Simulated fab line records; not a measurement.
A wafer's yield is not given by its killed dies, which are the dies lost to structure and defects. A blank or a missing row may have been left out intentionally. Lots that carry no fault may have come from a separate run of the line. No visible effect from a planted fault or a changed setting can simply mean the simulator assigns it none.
Chamber matching :: flow n5 finfet :: N5_BEOL_M4_ILD_DEP_00 on pecvd-03 has 3 sister chambers
The step deposits SiOC from DEMS/O2, target thk 79 nm, time 15.3 s. 3 wafers are shown with their chamber, then 9 later ones without.

WAFERS WITH THEIR CHAMBER
wafer: L083.1
chamber: 1
showerhead vpp V (V): 1506

wafer: L083.2
chamber: 2
showerhead vpp V (V): 1357

wafer: L083.4
chamber: 0
showerhead vpp V (V): 1318

WAFERS WITHOUT THEIR CHAMBER
wafer: L093.1
showerhead vpp V (V): 1304

wafer: L093.3
showerhead vpp V (V): 1368

wafer: L093.4
showerhead vpp V (V): 1315

wafer: L094.2
showerhead vpp V (V): 1362

wafer: L094.3
showerhead vpp V (V): 1483

wafer: L094.5
showerhead vpp V (V): 1300

wafer: L095.4
showerhead vpp V (V): 1461

wafer: L095.5
showerhead vpp V (V): 1308

wafer: L095.6
showerhead vpp V (V): 1358

WHICH CHAMBER EACH WENT THROUGH
wafer: L093.1
from the rows above: 0
in truth: 0

wafer: L093.3
from the rows above: 2
in truth: 2

wafer: L093.4
from the rows above: 0
in truth: 0

wafer: L094.2
from the rows above: 2
in truth: 2

wafer: L094.3
from the rows above: 1
in truth: 1

wafer: L094.5
from the rows above: 0
in truth: 0

wafer: L095.4
from the rows above: 1
in truth: 1

wafer: L095.5
from the rows above: 0
in truth: 0

wafer: L095.6
from the rows above: 2
in truth: 2
Placed correctly: 9 of 9. Number that these rows cannot place: 0. Placed wrongly: 0.
How it was worked out, from the rows above alone: a wafer's distance from a chamber is the root of the sum, over the readings, of the square of ((its reading less the chamber's mean) divided by the reading's scatter). The wafer belongs to the nearest chamber; if the next one is less than 2 further off, it can't be placed. Each chamber's mean is taken over the wafers shown for it. The scatter (one wafer shown for each chamber): square how far every hidden wafer sits from the nearest shown wafer, average those squares and take the square root.
